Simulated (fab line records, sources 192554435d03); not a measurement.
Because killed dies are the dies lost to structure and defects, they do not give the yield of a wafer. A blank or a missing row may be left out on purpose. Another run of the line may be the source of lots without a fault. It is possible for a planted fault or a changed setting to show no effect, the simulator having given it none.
Matching of chambers -- flow n5-finfet -- N5_BEOL_M3_PRE_CLEAN_60 on cvd-co-01 has 3 sister chambers
The step time 15 s. 3 wafers are shown with their chamber, then 7 later ones without.

## WAFERS PAIRED WITH THEIR CHAMBERS
wafer,chamber,heater-power-outer-w (W)
L437.4,0,5
L439.2,1,23
L439.4,2,21

## WAFERS WITHOUT THEIR CHAMBER
wafer,heater-power-outer-w (W)
L439.5,5
L440.1,21
L440.4,21
L440.6,5
L446.2,5
L446.3,6
L446.4,21

## THE CHAMBER EACH PASSED THROUGH
wafer,from the rows above,in truth
L439.5,0,0
L440.1,2,2
L440.4,2,2
L440.6,0,0
L446.2,0,0
L446.3,0,0
L446.4,2,2
Correctly placed: 7 of 7. Not placeable from these rows: 0. Placed wrongly: 0.
How it was worked out, from the rows above alone: a wafer's distance from a chamber is the root of the sum, over the readings, of the square of ((its reading less the chamber's mean) divided by the reading's scatter). The wafer belongs to the nearest chamber; if the next one is less than 2 further off, it can't be placed. A chamber's mean is the mean of its shown wafers. The scatter (one wafer shown for each chamber): square how far every hidden wafer sits from the nearest shown wafer, average those squares and take the square root.
